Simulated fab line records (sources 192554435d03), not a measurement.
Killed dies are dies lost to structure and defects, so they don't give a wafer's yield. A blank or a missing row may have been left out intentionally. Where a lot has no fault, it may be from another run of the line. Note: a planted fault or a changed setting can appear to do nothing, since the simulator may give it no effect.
fab line records	flow n5_finfet	part 2 of 2: steps 4 to 6 of 6
record lots=23	wafers=69	last_day=21
route steps=1938 shown BEOL_M3@949
lots that met no fault: taken from a fault-free run of the same line
start_h: hours from the record's opening day to when the first of the lot's shown wafers began	wait_h: hours elapsed since this lot's preceding step	" identical to the entry in the row above	L1.1+2: several wafers, shown together as one row	- either no value or no given start	* or withheld: withheld	< > ~ a bound
route shown NAME@n: a module of which the file shows steps, and the number in the route of the first	usual: mean/standard deviation of fault-free wafers	same: alike in all rows	chamber/n: place in a boat	sites: the reading at each site	_std_site: their standard deviation	_edge_site: the outer-site mean with the inner-site mean subtracted	radius_mm: for every site, how far away it sits from the centre of the wafer	mask NAME#n: copy n	behind: the last tool/chamber to shape the wafer	hold: reason for holding the lot/hours on hold/outcome of the hold	device: transistor that didn't switch, given as n, p or np	end of line: the tests these same wafers got at the end of their route	a step given without rows: its recipe and nothing more	killed: count of dies lost to structure and defects at first sort (not the wafer's yield)	map: a wafer's dies, marking killed ones x, the rest . and places with no die _
set.NAME: the setting the step ran with; set.NAME@STEP: the setting that earlier step ran with	model.NAME: the simulator's own value behind a step, which no gauge read
one table for each step of the route and one row for each wafer, over a sample of lots
services: when a tool's chamber went out of use (start_h, in hours from the record's first day, below 0 if earlier), for how many hours, and the reason
## steps
# step N5_BEOL_M3_ALD_84
# recipe material=TaN	target_thk_a=*	temp_c=275	ald_precursor_family=PDMAT	ald_co_reactant=NH3	pressure_torr=3	carrier_flow_sccm=1500	pulse_time_s=2	purge_time_s=3	co_reactant_purge_time_s=2	co_reactant_pulse_time_s=3	ald_cycles=30	precursor_vessel_temp_c=75	precursor_vessel_pressure_torr=26.25	precursor_vessel_carrier_sccm=1000
# usual heater_power_w=406/33
# same co_reactant_pulse_time_s=3
lot.wafer	tool	chamber	start_h	wait_h	heater_power_w
L076.2	ald_metal-02	1	166.55	0.0	383
L076.4	"	2	"	"	411
L076.6	"	1	"	"	382
L077.3	ald_metal-02	3	171.37	0.0	414
L077.4	"	2	"	"	417
L077.6	"	3	"	"	412
L078.1	ald_metal-01	1	174.53	0.2	382
L078.2	"	3	"	"	386
L078.4	"	2	"	"	409
L075.2	ald_metal-01	3	176.13	0.0	390
L075.5	"	1	"	"	381
L075.6	"	2	"	"	411
L074.2	ald_metal-02	0	178.19	0.2	445
L074.3	"	3	"	"	405
L074.4	"	2	"	"	419
L080.1	ald_metal-01	2	185.88	0.3	405
L080.4	"	3	"	"	394
L080.6	"	3	"	"	401
L079.1	ald_metal-02	1	188.24	0.0	376
L079.4	"	3	"	"	421
L079.6	"	1	"	"	380
L081.2	ald_metal-01	3	205.05	0.1	397
L081.4	"	0	"	"	462
L081.6	"	3	"	"	397
L084.1	ald_metal-04	3	218.91	0.1	426
L084.2	"	2	"	"	396
L084.5	"	1	"	"	339
L083.3	ald_metal-04	3	235.70	0.0	446
L083.5	"	3	"	"	432
L083.6	"	2	"	"	391
L085.2	ald_metal-01	0	235.91	0.0	462
L085.4	"	3	"	"	394
L085.5	"	0	"	"	461
L086.1	ald_metal-04	3	240.64	0.0	429
L086.2	"	1	"	"	338
L086.4	"	2	"	"	416
L087.3	ald_metal-02	3	245.65	0.0	418
L087.4	"	1	"	"	386
L087.6	"	3	"	"	404
L088.1	ald_metal-01	1	249.52	0.1	383
L088.3	"	2	"	"	406
L088.5	"	2	"	"	420
L090.1	ald_metal-02	1	254.56	0.1	384
L090.2	"	0	"	"	456
L090.4	"	2	"	"	408
L089.1	ald_metal-02	2	266.75	0.0	421
L089.4	"	0	"	"	449
L089.6	"	2	"	"	408
L091.2	ald_metal-04	0	286.05	0.1	395
L091.3	"	2	"	"	416
L091.5	"	3	"	"	442
L093.3	ald_metal-02	2	314.39	0.0	406
L093.4	"	3	"	"	414
L093.6	"	0	"	"	460
L092.1	ald_metal-04	1	314.40	0.0	337
L092.4	"	1	"	"	329
L092.5	"	3	"	"	429
L094.1	ald_metal-01	2	317.97	0.0	408
L094.2	"	1	"	"	372
L094.4	"	0	"	"	456
L096.1	ald_metal-01	2	324.18	0.0	420
L096.3	"	0	"	"	447
L096.5	"	2	"	"	408
L095.1	ald_metal-04	3	327.86	0.0	424
L095.3	"	2	"	"	396
L095.6	"	3	"	"	431
L097.1	ald_metal-04	1	331.55	0.0	331
L097.4	"	1	"	"	338
L097.5	"	2	"	"	400
# step N5_BEOL_M3_ANNEAL_49
# recipe temp_c=400	time_s=240	ambient=vacuum
# usual heater_power_w=831/87
lot.wafer	tool	chamber	start_h	wait_h	heater_power_w
L076.2	pvd_sputter-03	-	167.51	0.0	1008
L076.4	"	-	"	"	923
L076.6	"	-	"	"	867
L077.3	pvd_sputter-01	-	172.90	0.0	773
L077.4	"	-	"	"	769
L077.6	"	-	"	"	803
L078.1	pvd_sputter-01	-	175.16	0.0	708
L078.2	"	-	"	"	752
L078.4	"	-	"	"	779
L075.2	pvd_sputter-01	-	177.22	0.0	799
L075.5	"	-	"	"	780
L075.6	"	-	"	"	741
L074.2	pvd_sputter-01	-	179.06	0.0	699
L074.3	"	-	"	"	759
L074.4	"	-	"	"	783
L080.1	pvd_sputter-03	-	187.61	0.0	855
L080.4	"	-	"	"	988
L080.6	"	-	"	"	976
L079.1	pvd_sputter-01	-	189.17	0.0	682
L079.4	"	-	"	"	746
L079.6	"	-	"	"	702
L081.2	pvd_sputter-02	-	205.75	0.0	746
L081.4	"	-	"	"	977
L081.6	"	-	"	"	783
L084.1	pvd_sputter-01	-	221.56	0.0	900
L084.2	"	-	"	"	723
L084.5	"	-	"	"	697
L083.3	pvd_sputter-01	-	236.30	0.0	699
L083.5	"	-	"	"	888
L083.6	"	-	"	"	709
L085.2	pvd_sputter-01	-	238.14	0.0	797
L085.4	"	-	"	"	744
L085.5	"	-	"	"	769
L086.1	pvd_sputter-01	-	242.96	0.0	904
L086.2	"	-	"	"	777
L086.4	"	-	"	"	751
L087.3	pvd_sputter-03	-	247.85	0.0	930
L087.4	"	-	"	"	880
L087.6	"	-	"	"	900
L088.1	pvd_sputter-03	-	250.23	0.0	891
L088.3	"	-	"	"	881
L088.5	"	-	"	"	905
L090.1	pvd_sputter-01	-	255.15	0.0	787
L090.2	"	-	"	"	889
L090.4	"	-	"	"	738
L089.1	pvd_sputter-01	-	267.39	0.0	721
L089.4	"	-	"	"	751
L089.6	"	-	"	"	896
L091.2	pvd_sputter-03	-	286.81	0.0	852
L091.3	"	-	"	"	1018
L091.5	"	-	"	"	858
L092.1	pvd_sputter-01	-	315.05	0.0	692
L092.4	"	-	"	"	773
L092.5	"	-	"	"	880
L093.3	pvd_sputter-02	-	316.57	0.0	795
L093.4	"	-	"	"	752
L093.6	"	-	"	"	944
L094.1	pvd_sputter-02	-	318.59	0.0	745
L094.2	"	-	"	"	888
L094.4	"	-	"	"	962
L096.1	pvd_sputter-02	-	324.83	0.0	757
L096.3	"	-	"	"	790
L096.5	"	-	"	"	749
L095.1	pvd_sputter-03	-	328.44	0.0	888
L095.3	"	-	"	"	883
L095.6	"	-	"	"	906
L097.1	pvd_sputter-01	-	334.70	0.0	751
L097.4	"	-	"	"	891
L097.5	"	-	"	"	805
# step N5_BEOL_M3_SPUTTER_86
# recipe material=Cu	target_thk_a=45	temp_c=-20	chamber_pressure_pa=0.07	power_w=withheld	time_s=8.29
# usual throttle_valve_pct=29.6/0.67
lot.wafer	tool	chamber	start_h	wait_h	throttle_valve_pct
L076.2	pvd_sputter-03	-	168.09	0.1	30.8
L076.4	"	-	"	"	30.1
L076.6	"	-	"	"	29.1
L077.3	pvd_sputter-01	-	173.48	0.1	29.7
L077.4	"	-	"	"	29.8
L077.6	"	-	"	"	29.6
L078.1	pvd_sputter-01	-	175.74	0.1	29.8
L078.2	"	-	"	"	29.5
L078.4	"	-	"	"	29.7
L075.2	pvd_sputter-01	-	177.80	0.1	29.8
L075.5	"	-	"	"	29.9
L075.6	"	-	"	"	29.7
L074.2	pvd_sputter-01	-	179.64	0.1	29.8
L074.3	"	-	"	"	29.6
L074.4	"	-	"	"	29.9
L080.1	pvd_sputter-03	-	188.19	0.1	30.2
L080.4	"	-	"	"	30.4
L080.6	"	-	"	"	30.8
L079.1	pvd_sputter-01	-	189.76	0.1	29.8
L079.4	"	-	"	"	29.9
L079.6	"	-	"	"	29.8
L081.2	pvd_sputter-02	-	206.33	0.1	30.0
L081.4	"	-	"	"	30.4
L081.6	"	-	"	"	28.0
L084.1	pvd_sputter-01	-	222.14	0.1	29.0
L084.2	"	-	"	"	30.1
L084.5	"	-	"	"	29.8
L083.3	pvd_sputter-01	-	236.88	0.1	29.7
L083.5	"	-	"	"	29.1
L083.6	"	-	"	"	30.1
L085.2	pvd_sputter-01	-	238.72	0.1	29.8
L085.4	"	-	"	"	29.7
L085.5	"	-	"	"	30.0
L086.1	pvd_sputter-01	-	243.54	0.1	29.0
L086.2	"	-	"	"	29.7
L086.4	"	-	"	"	30.1
L087.3	pvd_sputter-03	-	248.43	0.1	30.4
L087.4	"	-	"	"	29.2
L087.6	"	-	"	"	30.1
L088.1	pvd_sputter-03	-	250.81	0.1	30.3
L088.3	"	-	"	"	29.4
L088.5	"	-	"	"	29.3
L090.1	pvd_sputter-01	-	255.73	0.1	30.0
L090.2	"	-	"	"	29.0
L090.4	"	-	"	"	29.7
L089.1	pvd_sputter-01	-	267.97	0.1	30.0
L089.4	"	-	"	"	29.7
L089.6	"	-	"	"	29.1
L091.2	pvd_sputter-03	-	287.39	0.1	30.2
L091.3	"	-	"	"	30.8
L091.5	"	-	"	"	30.1
L092.1	pvd_sputter-01	-	315.63	0.1	29.6
L092.4	"	-	"	"	29.8
L092.5	"	-	"	"	28.9
L093.3	pvd_sputter-02	-	317.15	0.1	27.7
L093.4	"	-	"	"	30.1
L093.6	"	-	"	"	30.3
L094.1	pvd_sputter-02	-	319.17	0.1	30.1
L094.2	"	-	"	"	29.0
L094.4	"	-	"	"	30.2
L096.1	pvd_sputter-02	-	325.41	0.1	29.8
L096.3	"	-	"	"	27.7
L096.5	"	-	"	"	30.0
L095.1	pvd_sputter-03	-	329.02	0.1	30.3
L095.3	"	-	"	"	30.1
L095.6	"	-	"	"	30.2
L097.1	pvd_sputter-01	-	335.28	0.1	29.8
L097.4	"	-	"	"	29.2
L097.5	"	-	"	"	29.9
## services
tool	chamber	start_h	hours	kind
pvd_sputter-03	-	138.99	2.0	repair
ald_metal-02	0	151.15	21.7	repair
pvd_sputter-02	-	172.82	0.6	repair
ald_metal-01	-	186.10	1.6	repair
rie_diel-01	1	187.03	11.1	repair
ald_metal-01	-	204.15	0.5	repair
rie_diel-06	3	221.81	4.5	repair
rie_diel-01	2	245.04	7.4	repair
rie_diel-06	3	253.95	6.9	repair
ald_metal-04	1	257.05	16.2	repair
rie_diel-05	2	269.89	-	clean
rie_diel-05	2	269.89	-	consumable_replace:focus_ring
rie_diel-06	-	285.04	0.6	repair
ald_metal-04	2	287.89	27.0	repair
pvd_sputter-01	-	292.47	20.0	repair
rie_diel-05	-	299.85	2.8	pm
rie_diel-06	2	302.75	5.4	repair
ald_metal-02	0	307.25	2.1	repair
ald_metal-04	0	325.30	15.0	repair
ald_metal-01	-	326.02	0.7	repair
rie_diel-06	-	327.61	1.9	repair
pvd_sputter-03	-	330.45	9.5	repair
rie_diel-06	3	331.79	18.0	repair
pvd_sputter-01	-	332.53	0.6	repair
